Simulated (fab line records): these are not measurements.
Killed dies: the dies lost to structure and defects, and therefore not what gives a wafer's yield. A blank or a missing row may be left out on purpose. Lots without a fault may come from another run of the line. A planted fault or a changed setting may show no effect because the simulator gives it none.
What tool caused it? + flow n5-finfet + Sampling: 9 lots, 27 wafers, 5 of 1938 route steps

WHAT THE GAUGES SHOWED, per wafer
N5_MOL_CONTACT_COAG_CD_MEAS_84: the cd target is 25.1 nm. Usual: 25.13 nm for cd-nm, sd 0.24.
| lot  | measured     | on        | cd-nm (nm)        | flag |
|------|--------------|-----------|-------------------|------|
| L677 | day 5 19:19  | cd-sem-03 | 25.38 25.16 25.23 |      |
| L682 | day 7 06:58  | cd-sem-03 | 25.34 24.86 24.80 |      |
| L684 | day 7 12:43  | cd-sem-01 | 25.14 25.14 25.16 |      |
| L685 | day 7 22:44  | cd-sem-02 | 25.12 25.17 25.24 |      |
| L690 | day 9 02:46  | cd-sem-02 | 25.67 24.84 25.06 |      |
| L694 | day 10 01:03 | cd-sem-01 | 25.05 25.12 25.48 |      |
| L695 | day 10 12:13 | cd-sem-02 | 24.67 25.21 24.93 |      |
| L696 | day 10 18:20 | cd-sem-03 | 25.35 25.57 25.22 |      |
| L697 | day 11 01:53 | cd-sem-02 | 25.00 25.41 25.22 |      |

N5_MOL_CONTACT_COAG_THK_MEAS_53. Usual: VIA_MOL_THK 44.2 nm, standard deviation 0.64.
| lot  | measured     | on            | VIA_MOL_THK (nm) | flag |
|------|--------------|---------------|------------------|------|
| L677 | day 5 22:25  | film-metro-01 | 43.2 44.7 44.8   |      |
| L682 | day 7 10:39  | film-metro-01 | 44.6 45.6 45.1   |      |
| L684 | day 7 16:05  | film-metro-02 | 44.1 45.6 44.8   |      |
| L685 | day 8 01:58  | film-metro-02 | 44.0 44.8 44.6   |      |
| L690 | day 9 05:59  | film-metro-01 | 43.4 43.8 44.3   |      |
| L694 | day 10 04:23 | film-metro-01 | 44.4 44.9 45.3   |      |
| L695 | day 10 15:49 | film-metro-01 | 44.4 44.6 46.1   |      |
| L696 | day 10 21:49 | film-metro-01 | 43.1 43.9 44.2   |      |
| L697 | day 11 05:32 | film-metro-02 | 44.3 44.8 44.9   |      |

N5_BEOL_M4_RC_MEAS_101. Usual: DIBL_N 36.4 mV/V, standard deviation 1.4; DIBL_P 36.3 mV/V, standard deviation 1.8; IOFF_N 0.163 nA/um, standard deviation 0.024; IOFF_P 0.21 nA/um, standard deviation 0.034; ION_N 673 uA/um, standard deviation 11; ION_P 461 uA/um, standard deviation 7.4; SS_N 71.6 mV/dec, standard deviation 0.52; SS_P 73.3 mV/dec, standard deviation 0.58; VT_N 249.4 mV, standard deviation 2.5; VT_P -250 mV, standard deviation 3.5.
| lot  | measured     | on        | DIBL_N (mV/V)  | DIBL_P (mV/V)  | IOFF_N (nA/um)    | IOFF_P (nA/um) | ION_N (uA/um) | ION_P (uA/um) | SS_N (mV/dec)  | SS_P (mV/dec)  | VT_N (mV)         | VT_P (mV)      | flag |
|------|--------------|-----------|----------------|----------------|-------------------|----------------|---------------|---------------|----------------|----------------|-------------------|----------------|------|
| L677 | day 8 18:12  | prober-02 | 36.8 36.2 35.0 | 37.2 36.3 35.3 | 0.173 0.167 0.147 | 0.19 0.19 0.17 | 674 685 668   | 449 455 453   | 71.8 71.4 71.9 | 73.8 72.5 72.8 | 246.7 246.7 251.3 | -254 -254 -254 |      |
| L682 | day 9 20:26  | prober-02 | 36.0 35.0 36.5 | 36.8 35.7 37.7 | 0.169 0.145 0.174 | 0.23 0.21 0.26 | 665 666 680   | 461 457 475   | 72.1 71.0 71.9 | 73.5 73.2 73.9 | 248.2 248.0 247.9 | -247 -249 -244 |      |
| L684 | day 10 02:36 | prober-02 | 37.4 37.1 35.2 | 37.7 37.6 35.3 | 0.189 0.195 0.146 | 0.24 0.24 0.20 | 675 708 686   | 464 472 470   | 71.9 71.1 71.2 | 73.2 73.7 73.1 | 245.7 246.1 252.9 | -250 -247 -251 |      |
| L685 | day 10 12:55 | prober-01 | 34.6 36.2 35.7 | 33.8 35.3 34.9 | 0.134 0.156 0.144 | 0.18 0.19 0.19 | 676 675 675   | 462 458 463   | 71.2 71.5 71.9 | 71.9 74.2 73.3 | 249.4 248.3 249.2 | -255 -251 -254 |      |
| L690 | day 11 21:12 | prober-02 | 37.7 35.0 35.7 | 35.9 33.7 33.7 | 0.174 0.124 0.138 | 0.21 0.17 0.17 | 663 661 653   | 451 455 448   | 72.5 71.4 71.8 | 73.4 73.3 72.7 | 252.2 254.1 252.6 | -249 -250 -256 |      |
| L694 | day 12 22:25 | prober-01 | 39.8 38.6 38.2 | 39.1 37.8 37.4 | 0.201 0.186 0.171 | 0.26 0.25 0.23 | 667 684 666   | 458 467 463   | 71.8 71.5 71.7 | 74.0 73.6 73.3 | 250.8 249.1 248.9 | -245 -245 -247 |      |
| L695 | day 13 15:14 | prober-02 | 35.1 36.0 35.1 | 34.8 35.2 35.0 | 0.137 0.146 0.142 | 0.19 0.20 0.20 | 665 666 662   | 460 455 456   | 70.9 71.1 70.9 | 73.0 72.9 72.6 | 250.8 251.1 248.0 | -250 -250 -248 |      |
| L696 | day 13 12:08 | prober-02 | 35.3 34.5 35.9 | 31.4 30.9 32.4 | 0.130 0.117 0.137 | 0.15 0.14 0.16 | 674 669 660   | 453 450 446   | 71.3 70.8 70.6 | 72.9 72.6 72.0 | 250.6 251.5 250.8 | -258 -257 -255 |      |
| L697 | day 13 18:05 | prober-01 | 37.4 40.3 36.6 | 35.5 38.7 33.9 | 0.158 0.217 0.146 | 0.23 0.30 0.22 | 674 691 656   | 466 465 458   | 71.0 72.4 71.6 | 73.2 73.9 72.1 | 249.3 245.3 254.2 | -247 -242 -247 |      |

WHAT TOOL EACH LOT RAN ON (gives the tool, then ch and the chambers of the sampled wafers, and finally the start)
| lot  | N5_MOL_CONTACT_COAG_DESCUM_88      | N5_MOL_CONTACT_COAG_ETCH_67        |
|------|------------------------------------|------------------------------------|
| L677 | rie-diel-04 ch 0,1,3, day 5 19:26  | rie-diel-06 ch 1,2,3, day 5 21:11  |
| L682 | rie-diel-04 ch 0,3, day 7 07:39    | rie-diel-06 ch 1,2, day 7 09:26    |
| L684 | rie-diel-06 ch 0,1,2, day 7 12:50  | rie-diel-06 ch 1,2,3, day 7 14:52  |
| L685 | rie-diel-03 ch 0,1, day 7 22:52    | rie-diel-06 ch 1,3, day 8 00:44    |
| L690 | rie-diel-03 ch 0,2,3, day 9 02:58  | rie-diel-04 ch 1,3, day 9 04:43    |
| L694 | rie-diel-03 ch 2,3, day 10 01:10   | rie-diel-03 ch 0,2,3, day 10 03:10 |
| L695 | rie-diel-06 ch 0,1, day 10 12:51   | rie-diel-03 ch 1,2, day 10 14:36   |
| L696 | rie-diel-03 ch 0,2, day 10 18:27   | rie-diel-03 ch 1,2,3, day 10 20:32 |
| L697 | rie-diel-03 ch 0,1,2, day 11 02:15 | rie-diel-03 ch 0,2,3, day 11 04:16 |
- N5_MOL_CONTACT_COAG_DESCUM_88: chemistry O2, time 7 s.
- N5_MOL_CONTACT_COAG_ETCH_67: etches SOC in N2/H2, target depth 60 nm, overetch 21 nm, time 101.2 s.

WHAT THE TOOLS THEMSELVES READ (means of the sampled wafers that have a number; where no wafer has one, the mark that the record gives instead)
N5_MOL_CONTACT_COAG_DESCUM_88. Usual: drypump-motor-current-A 5.5 A, standard deviation 0.37; o2-flow-sccm 225.1 sccm, standard deviation 0.72; oes-product-au 0.81 a.u., standard deviation 0.089; rf-vpp-V 243.4 V, standard deviation 1.4; showerhead-plenum-p-Torr 2.11 Torr, standard deviation 0.07; throttle-valve-pct 20.4 %, standard deviation 0.3.
| lot  | tool        | drypump-motor-current-A (A) | o2-flow-sccm (sccm) | oes-product-au (a.u.) | rf-vpp-V (V) | showerhead-plenum-p-Torr (Torr) | throttle-valve-pct (%) | flag |
|------|-------------|-----------------------------|---------------------|-----------------------|--------------|---------------------------------|------------------------|------|
| L677 | rie-diel-04 | 5.6                         | 224.3               | 0.83                  | 243.6        | 2.17                            | 20.4                   |      |
| L682 | rie-diel-04 | 5.5                         | 225.2               | 0.89                  | 243.6        | 2.16                            | 20.2                   |      |
| L684 | rie-diel-06 | 5.2                         | 224.7               | 0.78                  | 241.8        | 2.04                            | 20.5                   |      |
| L685 | rie-diel-03 | 5.4                         | 224.1               | 0.76                  | 242.5        | 2.06                            | 20.5                   |      |
| L690 | rie-diel-03 | 5.5                         | 224.7               | 0.91                  | 244.6        | 2.14                            | 20.4                   |      |
| L694 | rie-diel-03 | 5.7                         | 224.7               | 0.89                  | 245.4        | 2.19                            | 20.2                   |      |
| L695 | rie-diel-06 | 5.4                         | 224.6               | 0.74                  | 241.4        | 2.03                            | 20.6                   |      |
| L696 | rie-diel-03 | 5.3                         | 225.7               | 0.84                  | 242.5        | 2.10                            | 20.3                   |      |
| L697 | rie-diel-03 | 5.4                         | 225.1               | 0.87                  | 243.3        | 2.11                            | 20.3                   |      |

N5_MOL_CONTACT_COAG_ETCH_67. Usual: drypump-motor-current-A 5.6 A, standard deviation 0.36; oes-product-au 0.69 a.u., standard deviation 0.071; rf-fwd-power-W 835.0 W, standard deviation 2.9; rf-vpp-V 524.6 V, standard deviation 2.4; showerhead-plenum-p-Torr 2.57 Torr, standard deviation 0.083; throttle-valve-pct 17.8 %, standard deviation 0.33.
| lot  | tool        | drypump-motor-current-A (A) | oes-product-au (a.u.) | rf-fwd-power-W (W) | rf-vpp-V (V) | showerhead-plenum-p-Torr (Torr) | throttle-valve-pct (%) | flag |
|------|-------------|-----------------------------|-----------------------|--------------------|--------------|---------------------------------|------------------------|------|
| L677 | rie-diel-06 | 5.6                         | 0.66                  | 834.4              | 523.2        | 2.52                            | 18.1                   |      |
| L682 | rie-diel-06 | 5.1                         | 0.67                  | 834.9              | 522.6        | 2.47                            | 18.0                   |      |
| L684 | rie-diel-06 | 5.6                         | 0.64                  | 900.0              | 511.5        | 2.52                            | 18.1                   | OFF  |
| L685 | rie-diel-06 | 5.7                         | 0.62                  | 903.5              | 512.1        | 2.51                            | 18.1                   | OFF  |
| L690 | rie-diel-04 | 5.7                         | 0.76                  | 832.4              | 525.3        | 2.59                            | 17.5                   |      |
| L694 | rie-diel-03 | 5.5                         | 0.74                  | 833.0              | 524.2        | 2.60                            | 17.8                   |      |
| L695 | rie-diel-03 | 5.6                         | 0.78                  | 835.1              | 524.7        | 2.56                            | 17.4                   |      |
| L696 | rie-diel-03 | 5.7                         | 0.76                  | 832.9              | 524.8        | 2.60                            | 17.7                   |      |
| L697 | rie-diel-03 | 5.5                         | 0.73                  | 831.5              | 525.5        | 2.59                            | 17.8                   |      |

THE ANSWER, worked out from the rows above alone
Rule: a lot is off if the mean of its wafers that have a number lies more than 3 standard deviations from the usual mean. A lot without any number at a reading at which 4 lots or more have one is off too. All remaining lots with rows at the step are treated as sound. After the gauges, taken in route order, come the tools' own readings; for these a lot's mean is taken, as printed above. At the first step where some lot is off, the reading lying furthest off is the one used; lots without a number count as furthest.
Off, at N5_MOL_CONTACT_COAG_ETCH_67 on rf-fwd-power-W: L684, L685.
A tool fits if, at that step or a process step before it, it ran every lot that is off, and no sound lot after the first of them. One candidate fits, namely rie-diel-06 at N5_MOL_CONTACT_COAG_ETCH_67. Its last sound lot is L682 (day 7 09:26), its first lot that is off L684 (day 7 14:52): a fault that began between those two fits.
The tool's own readings at N5_MOL_CONTACT_COAG_ETCH_67 bear it out: on the lots that are off they differ by more than 5 times the standard deviation of the sound lots' means. rf-fwd-power-W reads 901.8 W there against 833.5 W on the sound lots; rf-vpp-V reads 511.8 V there against 524.3 V on the sound lots.

WHAT THE SIMULATOR PUT IN
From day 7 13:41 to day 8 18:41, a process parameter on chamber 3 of rie-diel-06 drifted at N5_MOL_CONTACT_COAG_ETCH_67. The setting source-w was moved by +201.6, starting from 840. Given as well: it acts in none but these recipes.
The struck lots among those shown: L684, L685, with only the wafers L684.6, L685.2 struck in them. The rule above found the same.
